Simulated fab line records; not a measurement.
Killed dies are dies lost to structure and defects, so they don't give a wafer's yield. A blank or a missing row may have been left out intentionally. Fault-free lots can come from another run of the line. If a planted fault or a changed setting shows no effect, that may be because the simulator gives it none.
2 desks, one fault | flow nandHarc | numbers are kept per desk, each desk with only its own; the story behind them comes last

## AT THE METROLOGY DESK
What the gauges read, lot by lot, whatever tool the lot ran on: means of the sampled wafers that have a number. The brackets show how far a lot's mean lies from the usual mean; more than 4 standard deviations puts the lot out of limits, marked OUT.
Columns: A = cdNm at NHARC_A_BONDPAD_CD_MEAS_13, usual 499.0 nm; B = thkNm at NHARC_THIN_TSV_THK_MEAS_02, usual 2983 nm
lot  | first seen here | A     | B
L184 | day 23 00:46    | 500.9 | 3199
L183 | day 23 02:07    | 502.1 | 2831
L185 | day 23 16:26    | 497.2 | 2723
L187 | day 24 18:20    | 498.1 | 3385
L195 | day 27 21:39    | 498.8 | 6300 (+14) OUT
L194 | day 28 03:25    | 496.7 | 5919 (+13) OUT
L199 | day 29 11:42    | 496.3 | 2733
L198 | day 29 13:07    | 499.4 | 3013
L200 | day 29 23:08    | 498.1 | 3009
L197 | day 30 05:17    | 501.3 | 2859
L202 | day 32 01:22    | 497.8 | 2821
L205 | day 32 03:23    | 498.4 | 2931
Finding of this desk: L194, L195 out of limits; the first was L195 at day 28 11:31, on thkNm at NHARC_THIN_TSV_THK_MEAS_02. In limits: L184, L183, L185, L187, L199, L198, L200, L197, L202, L205.

## FOR THE TOOL OWNER'S DESK: cmp-01
The tool's own readings at NHARC_THIN_TSV_CMP_01 (polishes): means of the sampled wafers that have a number, for each lot that ran on this tool. The brackets show how far a lot's mean lies from the usual mean; more than 4 standard deviations puts the lot out of limits, marked OUT.
Columns: A = edgeZonePressureFrac at NHARC_THIN_TSV_CMP_01, usual 0.999; B = motorCurrentA at NHARC_THIN_TSV_CMP_01, usual 11.5 A
lot  | first seen here | A     | B
L183 | day 23 15:27    | 1.001 | 11.1
L185 | day 24 06:06    | 0.999 | 11.8
L187 | day 25 07:44    | 1.000 | 11.0
L202 | day 32 15:01    | 1.002 | 11.1
L205 | day 32 16:12    | 0.997 | 11.8
This desk found nothing out of limits on any of the 5 lots.

## PUT TOGETHER
An alarm was possible from the metrology desk at day 28 11:31, on L194, L195.
The desk of the tool owner found nothing out of limits.
The tool owner's desk has no number on record for L194, L195.
On cmp-01, each named lot ran NHARC_THIN_TSV_CMP_01.

## WHAT HAD BEEN PUT IN BY THE SIMULATOR
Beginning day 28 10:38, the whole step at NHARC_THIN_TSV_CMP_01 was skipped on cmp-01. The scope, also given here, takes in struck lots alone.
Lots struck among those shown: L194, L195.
Hours from the fault's start to each desk's first reading out of limits: the metrology desk, 1.
